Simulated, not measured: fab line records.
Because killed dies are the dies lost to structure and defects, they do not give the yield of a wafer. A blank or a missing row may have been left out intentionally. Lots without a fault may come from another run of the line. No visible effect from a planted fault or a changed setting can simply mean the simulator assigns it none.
The same fault as seen by 2 desks	flow n5-finfet	each desk has only its own numbers; what lay behind them comes last

METROLOGY DESK
Lot by lot, what the gauges showed, no matter which tool ran the lot: averages of those sampled wafers that carry a number. The brackets show how far a lot's mean lies from the usual mean; more than 4 standard deviations puts the lot out of limits, marked OUT. It has 11 readings; the 7 that lie furthest out on some lot are the ones shown.
Columns: A = DIBL_N at N5_BEOL_M4_RC_MEAS_101, usual 36.4 mV/V; B = DIBL_P at N5_BEOL_M4_RC_MEAS_101, usual 36.3 mV/V; C = ION_N at N5_BEOL_M4_RC_MEAS_101, usual 676 uA/um; D = SS_N at N5_BEOL_M4_RC_MEAS_101, usual 71.5 mV/dec; E = SS_P at N5_BEOL_M4_RC_MEAS_101, usual 73.3 mV/dec; F = VT_N at N5_BEOL_M4_RC_MEAS_101, usual 249.3 mV; G = VT_P at N5_BEOL_M4_RC_MEAS_101, usual -249.9 mV
lot	first seen here	A	B	C	D	E	F	G
L813	day 7 19:18	36.9	36.1	683	71.4	73.1	247.9	-248.5
L814	day 8 04:35	35.8	36.0	668	71.9	73.6	252.6	-249.3
L815	day 8 08:50	37.4	38.5	686	71.8	73.7	248.7	-252.6
L823	day 10 14:26	37.3	37.6	685	71.7	73.5	246.5	-253.6
L824	day 10 16:46	37.5	36.2	673	71.3	73.2	248.3	-246.8
L826	day 11 03:59	35.1	35.4	683	70.9	73.7	246.8	-247.9
L825	day 11 04:12	34.7	36.1	677	71.3	73.8	251.4	-252.2
L828	day 11 15:25	36.1	36.6	676	71.0	72.8	252.9	-252.7
L827	day 11 22:17	37.2	36.6	684	71.9	73.1	248.3	-248.5
L832	day 13 00:27	37.0	36.6	676	71.7	74.3	248.4	-251.9
This desk's verdict: no lot among the 10 shows anything out of limits.

TOOL OWNER'S DESK, litho-track-03
The tool's own readings at N5_BEOL_M4_COAT_05 (resist thk 30 nm): means of the sampled wafers that have a number, for each lot that ran on this tool. The brackets show how far a lot's mean lies from the usual mean; more than 4 standard deviations puts the lot out of limits, marked OUT.
Columns: A = resist-line-temp-C at N5_BEOL_M4_COAT_05, usual 22.99 C; B = spin-speed-rpm at N5_BEOL_M4_COAT_05, usual 1499.8 rpm
lot	first seen here	A	B
L815	day 8 08:33	22.93	1500.0
L823	day 10 14:10	22.91	1499.7
L824	day 10 16:31	22.95	1816.7 (+99 or more) OUT
L826	day 11 03:43	23.20	1815.9 (+99 or more) OUT
L827	day 11 22:01	23.11	1814.7 (+99 or more) OUT
This desk finds L824, L826, L827 out of limits, L824 being first, at day 10 16:31 (spin-speed-rpm at N5_BEOL_M4_COAT_05). In limits: L815, L823.

PUT TOGETHER
An alarm could have come from the tool owner's desk at day 10 16:31, on L824, L826, L827.
Metrology desk: nothing out of limits seen.
The metrology desk has L824, L826, L827 on record, within its limits.
All the named lots went through N5_BEOL_M4_COAT_05 on litho-track-03.

WHAT HAD BEEN PUT IN BY THE SIMULATOR
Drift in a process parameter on litho-track-03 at N5_BEOL_M4_COAT_05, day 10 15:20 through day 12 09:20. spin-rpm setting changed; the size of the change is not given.
Lots struck among those shown: L824, L826, L827.
Time in hours from fault onset to the first out-of-limits reading at each desk: the tool owner's desk, 1.
